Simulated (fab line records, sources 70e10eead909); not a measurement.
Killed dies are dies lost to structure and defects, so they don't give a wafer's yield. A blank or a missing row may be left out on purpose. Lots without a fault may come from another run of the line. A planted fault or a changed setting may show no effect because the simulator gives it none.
fab line records | flow nand_harc
record lots=14 wafers=41 last_day=32
route steps=1302 shown A_SLIT@923 A_WL_FILL@957 END@1302
lots that met no fault: from a run of the same line without faults
start_h: hours from the record's first day to the start of the lot's first wafer shown | wait_h: hours since the lot's step before | " the same as in the row above | L1.1+2: a row that stands for several wafers | - no value, or no start given | * or withheld: withheld | < > ~ a bound
route shown NAME@n: a module of which the file shows steps, and the number in the route of the first | usual: mean/standard deviation of fault-free wafers | same: alike in all rows | chamber/n: place in a boat | sites: the reading at each site | _std_site: their standard deviation | _edge_site: outer sites' mean less inner sites' | radius_mm: how far each site lies from the wafer's centre | mask NAME#n: copy n | behind: the tool/chamber that last shaped the wafer | hold: why the lot was held/for how many hours/how that ended | device: the transistor (n, p or np) that didn't switch | end of line: the same wafers' tests at the end of the route | a step without rows: its recipe alone | killed: dies lost to structure and defects at the first sort, not the wafer's yield | map: a wafer's dies, x killed, . not, _ none there
set.NAME: the setting as run; set.NAME@STEP: as run at that earlier step | model.NAME: the simulator's own value behind a step, which no gauge read
steps of the route over a sample of lots; a table a step, a row a wafer
services: from which hour (start_h, from the record's first day; less than 0 if before it) a tool's chamber was out of use, for how many hours, and why
## steps
# step NHARC_A_SLIT_DEP_00
# recipe target_thk_a=62000 temp_c=400 material=aC
# usual throttle_valve_pct=35.001/0.0089
# columns lot.wafer tool chamber start_h wait_h throttle_valve_pct
L697.1 acl_dep-03 0 465.65 - 35.008
L697.4 " 0 467.57 - 34.999
L697.5 " 0 " " 34.995
L699.2 acl_dep-02 0 466.88 - 35.000
L699.4 " 0 468.13 - 34.995
L699.5 " 0 " " 35.000
L700.1 acl_dep-01 0 473.82 - 35.005
L700.2 " 0 " " 35.001
L700.6 " 0 476.93 - 34.992
L701.2 acl_dep-01 0 499.73 - 34.988
L701.4 " 0 500.96 - 35.015
L701.5 " 0 " " 34.994
L703.1 acl_dep-03 0 516.87 - 35.011
L703.4 " 0 518.75 - 34.998
L703.5 " 0 " " 35.012
L702.1 acl_dep-01 0 516.92 - 34.994
L702.2 " 0 " " 34.989
L702.6 " 0 520.05 - 35.009
L704.3 acl_dep-01 0 529.04 - 35.005
L704.4 " 0 " " 34.974
L704.5 " 0 " " 34.992
L706.1 acl_dep-02 0 549.10 - 35.014
L706.4 " 0 550.98 - 35.012
L706.5 " 0 " " 35.005
L713.2 acl_dep-01 0 602.96 - 35.005
L713.3 " 0 " " 34.996
L713.4 " 0 " " 35.003
L711.2 acl_dep-03 0 603.20 - 35.007
L711.3 " 0 " " 34.994
L717.1 acl_dep-02 0 644.45 - 35.007
L717.2 " 0 " " 34.984
L717.6 " 0 647.61 - 35.005
L716.1 acl_dep-03 0 644.60 - 35.000
L716.2 " 0 " " 35.001
L716.3 " 0 " " 35.002
L719.1 acl_dep-03 0 653.66 - 35.008
L719.3 " 0 654.91 - 35.008
L719.5 " 0 656.15 - 35.000
L718.1 acl_dep-01 0 654.88 - 34.997
L718.4 " 0 656.75 - 35.003
L718.6 " 0 657.99 - 35.003
# step NHARC_A_SLIT_CD_MEAS_21
# usual cd_nm=289.2/1.2
# columns lot.wafer tool chamber start_h wait_h cd_nm
L697.1 cd_sem-03 - 476.65 - 290.3
L697.4 " - " " 292.2
L697.5 " - " " 290.1
L699.2 cd_sem-03 - 480.22 - 290.4
L699.4 " - " " 289.3
L699.5 " - " " 290.6
L700.1 cd_sem-02 - 484.67 - 287.6
L700.2 " - " " 289.1
L700.6 " - " " 289.5
L701.2 cd_sem-02 - 511.95 - 289.3
L701.4 " - " " 287.7
L701.5 " - " " 288.9
L703.1 cd_sem-01 - 527.71 - 287.7
L703.4 " - " " 288.8
L703.5 " - " " 287.6
L702.1 cd_sem-01 - 528.26 - 288.5
L702.2 " - " " 291.2
L702.6 " - " " 289.0
L704.3 cd_sem-03 - 539.00 - 288.3
L704.4 " - " " 289.2
L704.5 " - " " 289.6
L706.1 cd_sem-01 - 559.94 - 288.7
L706.4 " - " " 289.1
L706.5 " - " " 289.6
L713.2 cd_sem-03 - 613.50 - 290.5
L713.3 " - " " 289.1
L713.4 " - " " 290.0
L711.2 cd_sem-03 - 617.20 - 287.4
L711.3 " - " " 288.6
L717.1 cd_sem-02 - 655.38 - 289.1
L717.2 " - " " 289.2
L717.6 " - " " 290.0
L716.1 cd_sem-03 - 655.45 - 291.0
L716.2 " - " " 290.5
L716.3 " - " " 291.0
L719.1 cd_sem-02 - 664.50 - 288.2
L719.3 " - " " 287.3
L719.5 " - " " 287.7
L718.1 cd_sem-03 - 668.26 - 288.5
L718.4 " - " " 290.5
L718.6 " - " " 287.4
# step NHARC_A_WL_FILL_ETCHBACK_04
# recipe target_depth_a=600 time_s=120 chemistry=NF3
# usual drypump_motor_current_A=5.8/0.46 oes_product_au=0.995/0.013
# columns lot.wafer tool chamber start_h wait_h drypump_motor_current_A oes_product_au rf_hours_counter_h
L697.1 rie_metal-02 1 484.34 0.3 5.9 0.990 0.3
L697.4 " 1 " " 5.9 0.970 -
L697.5 " 0 " " 5.9 0.988 -
L699.2 rie_metal-03 0 488.45 0.3 4.8 1.009 2.1
L699.4 " 0 " " 4.8 1.017 -
L699.5 " 1 " " 6.3 1.008 -
L700.1 rie_metal-01 0 494.59 0.3 5.6 1.013 1.7
L700.2 " 1 " " 6.0 1.004 1.7
L700.6 " 1 " " 6.0 0.996 -
L701.2 rie_metal-01 0 519.95 0.3 5.6 0.996 2.2
L701.4 " 1 " " 6.0 1.001 -
L701.5 " 0 " " 5.6 1.006 -
L702.1 rie_metal-02 1 535.77 0.3 5.9 0.984 1.2
L702.2 " 0 " " 6.0 1.002 1.2
L702.6 " 0 " " 5.9 1.006 -
L703.1 rie_metal-01 1 535.98 0.3 6.0 0.996 2.5
L703.4 " 0 " " 5.5 1.010 -
L703.5 " 1 " " 6.0 0.998 -
L704.3 rie_metal-03 0 547.17 0.3 4.8 1.007 -
L704.4 " 1 " " 6.3 0.997 -
L704.5 " 0 " " 4.8 0.994 -
L706.1 rie_metal-02 0 567.95 0.3 6.0 0.991 2.0
L706.4 " 0 " " 6.0 1.003 -
L706.5 " 1 " " 5.9 0.990 -
L713.2 rie_metal-02 1 621.37 0.3 5.9 0.862 3.0
L713.4 " 1 " " 5.9 0.985 -
L713.3 " 0 " " 6.0 0.987 -
L711.2 rie_metal-02 0 626.01 0.3 6.0 0.866 3.2
L711.3 " 1 " " 5.9 0.975 -
L717.1 rie_metal-01 0 663.35 0.3 5.6 0.990 0.6
L717.2 " 0 " " 5.6 0.985 -
L717.6 " 0 " " 5.6 0.985 -
L716.1 rie_metal-03 0 663.51 0.3 4.8 0.996 3.1
L716.2 " 1 " " 6.3 0.971 3.1
L716.3 " 0 " " 4.8 0.991 -
L719.1 rie_metal-03 1 672.69 0.3 6.3 0.990 3.3
L719.3 " 1 " " 6.3 1.000 -
L719.5 " 0 " " 4.8 0.993 -
L718.1 rie_metal-01 0 677.30 0.3 5.6 0.988 1.6
L718.4 " 0 " " 5.6 0.993 -
L718.6 " 0 " " 5.6 0.998 -
# step NHARC_A_WL_FILL_ALD_10
# recipe target_thk_a=500 pulse_time_s=10 ald_cycles=500 temp_c=300 material=SiO2
# usual heater_power_w=494/37 precursor_pulse_height_rel=1.001/0.019
# same pulse_time_s=10
# columns lot.wafer tool chamber start_h wait_h heater_power_w precursor_pulse_height_rel
L697.1 ald_hk-03 3 490.73 0.6 563 1.002
L697.4 " 0 " " 534 0.993
L697.5 " 3 492.82 2.7 558 0.976
L699.4 ald_hk-01 0 493.85 0.1 475 0.979
L699.2 " 2 494.88 1.1 524 1.036
L699.5 " 0 495.90 2.1 468 1.009
L700.2 ald_hk-04 0 500.95 0.6 476 0.989
L700.1 " 2 501.98 1.6 489 1.007
L700.6 " 0 503.01 2.6 470 1.023
L701.2 ald_hk-04 3 526.12 0.1 465 0.977
L701.4 " 2 527.69 1.6 496 0.993
L701.5 " 3 " " 476 0.971
L702.2 ald_hk-03 1 542.44 0.1 514 1.004
L702.1 " 3 543.48 1.1 557 1.017
L702.6 " 2 545.04 2.6 493 1.008
L703.1 ald_hk-04 1 543.48 1.1 424 1.008
L703.4 " 2 " " 479 1.003
L703.5 " 0 545.04 2.6 479 0.976
L704.4 ald_hk-03 3 553.62 0.0 556 1.003
L704.3 " 2 555.18 1.6 482 0.988
L704.5 " 3 " " 554 1.022
L706.4 ald_hk-04 0 575.34 0.1 484 0.997
L706.1 " 3 576.89 1.6 459 0.978
L706.5 " 1 577.92 2.6 433 1.011
L713.2 ald_hk-03 0 627.03 0.1 533 1.050
L713.3 " 1 " " 545 0.990
L713.4 " 3 628.53 1.6 541 1.022
L711.2 ald_hk-04 1 632.28 0.6 410 1.006
L711.3 " 2 " " 464 1.005
L716.3 ald_hk-01 3 670.38 0.1 492 1.006
L716.1 " 1 671.41 1.1 495 1.011
L716.2 " 2 " " 514 1.033
L717.2 ald_hk-03 3 671.42 1.1 551 0.964
L717.1 " 0 " " 526 0.978
L717.6 " 2 672.98 2.7 516 0.995
L719.1 ald_hk-01 1 679.08 0.1 495 1.009
L719.3 " 0 680.62 1.6 434 0.994
L719.5 " 2 681.64 2.6 503 1.027
L718.1 ald_hk-04 3 683.73 0.1 454 0.985
L718.4 " 0 " " 510 0.994
L718.6 " 0 686.28 2.6 505 1.033
# step NHARC_END_SORT_01
# recipe temp_c=25
# usual killed_at_array=56/19 killed_at_other=0.6/1 killed_at_periphery=3.9/2.7 killed_dies=61/19 killed_open=3.3/1.9 killed_short=2.4/1.7
# same gross_dies=677
# columns lot.wafer tool chamber start_h wait_h killed_at_array killed_at_other killed_at_periphery killed_dies killed_open killed_short
L713.2 prober-01 0 718.02 4.7 32 2 2 36 3 3
L713.3 prober-01 0 718.82 5.0 29 5 4 38 7 1
L713.4 prober-01 0 719.62 5.3 23 2 5 30 7 5
L711.2 prober-02 0 725.60 2.8 74 2 9 85 4 3
L711.3 prober-02 0 726.40 3.1 47 0 3 50 3 6
# killed by level:class
L713.2 A_CHANNEL_HOLE_D1:chamber_film_flake=16 A_CONTACT:chamber_film_flake=5 A_CHANNEL_FILL_D1:chamber_film_flake=2 A_STAIRCASE:chamber_film_flake=2 A_SLIT:chamber_film_flake=2 THIN_TSV:chamber_film_flake=2 P_GATE:geometric_particle:short=1 A_CHANNEL_HOLE_D1:geometric_particle:short=1
L713.3 A_CHANNEL_HOLE_D1:chamber_film_flake=12 A_SLIT:chamber_film_flake=5 A_STAIRCASE:chamber_film_flake=4 THIN_TSV:chamber_film_flake=4 P_M0:geometric_particle:open=3 A_CONTACT:chamber_film_flake=3 A_DECK1_JOINT:geometric_particle:open=1 A_CHANNEL_HOLE_D2:geometric_particle:open=1
L713.4 A_CHANNEL_HOLE_D1:chamber_film_flake=12 A_CONTACT:chamber_film_flake=4 A_BLC:geometric_particle:open=2 P_STI:geometric_particle:short=1 P_GATE:geometric_particle:open=1 P_CONTACT:geometric_particle:short=1 P_M0:geometric_particle:short=1 P_M2:geometric_particle:short=1
L711.2 A_SLIT:chamber_film_flake=33 A_CHANNEL_HOLE_D2:chamber_film_flake=15 A_CHANNEL_HOLE_D1:chamber_film_flake=8 A_CONTACT:chamber_film_flake=8 A_CHANNEL_FILL_D2:chamber_film_flake=3 A_CHANNEL_FILL_D1:geometric_particle:short=2 P_M1:chamber_film_flake=2 A_CHANNEL_FILL_D1:chamber_film_flake=2
L711.3 A_SLIT:chamber_film_flake=20 A_CHANNEL_HOLE_D2:chamber_film_flake=9 A_CHANNEL_HOLE_D1:chamber_film_flake=5 A_CONTACT:chamber_film_flake=3 A_CHANNEL_FILL_D1:chamber_film_flake=2 P_M1:geometric_particle:open=1 A_ONON_D1:geometric_particle:open=1 A_CHANNEL_HOLE_D1:geometric_particle:short=1
## services
# columns tool chamber start_h hours kind
ald_hk-04 0 443.54 - clean
ald_hk-04 1 443.54 - clean
ald_hk-04 2 443.54 - clean
ald_hk-04 3 443.54 - clean
rie_metal-02 - 454.00 9.0 pm
ald_hk-01 - 475.46 10.0 pm
acl_dep-03 - 480.08 13.0 pm
rie_metal-03 - 519.00 9.0 pm
acl_dep-01 - 553.13 13.0 pm
ald_hk-03 - 568.97 10.0 pm
rie_metal-01 - 575.00 9.0 pm
rie_metal-01 1 600.90 152.8 repair
acl_dep-02 - 609.79 13.0 pm
ald_hk-01 - 610.02 1.2 repair
ald_hk-04 - 611.54 10.0 pm
ald_hk-04 0 611.54 10.0 vent_cycle
ald_hk-04 1 611.54 10.0 vent_cycle
rie_metal-03 1 616.77 2.0 repair
rie_metal-01 0 625.12 21.3 repair
rie_metal-02 - 631.00 9.0 pm
rie_metal-03 - 646.21 0.4 repair
rie_metal-02 - 652.64 31.6 repair
acl_dep-03 - 662.46 13.0 pm
rie_metal-01 0 680.19 3.8 repair
## key
first_sign step=NHARC_A_WL_FILL_ETCHBACK_04 reading=oes_product_au direction=down sigmas=10 usual=0.995 struck=0.864
effect none on later readings
met_at NHARC_A_WL_FILL_ETCHBACK_04
struck_lots L711,L713
struck_wafers L711.2,L713.2
tester_left_out L711,L713
not_acting_at NHARC_A_SLIT_DEP_00,NHARC_A_SLIT_CD_MEAS_21,NHARC_A_WL_FILL_ALD_10
onset_between 567.95 621.37
fault kind=process_parameter_drift tool=rie_metal-02 chamber=- onset_h=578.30 steps=NHARC_A_WL_FILL_ETCHBACK_04 channel=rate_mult offset=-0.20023 shape=step end_h=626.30 scope=struck_wafers_only
# tester_left_out: of these lots the tester's yield and bins aren't shown, on N5 and GAA mostly nor the transistor test; their killed dies are dies lost to structure and defects alone, not to doping, threshold or leakage, so they don't give the yield
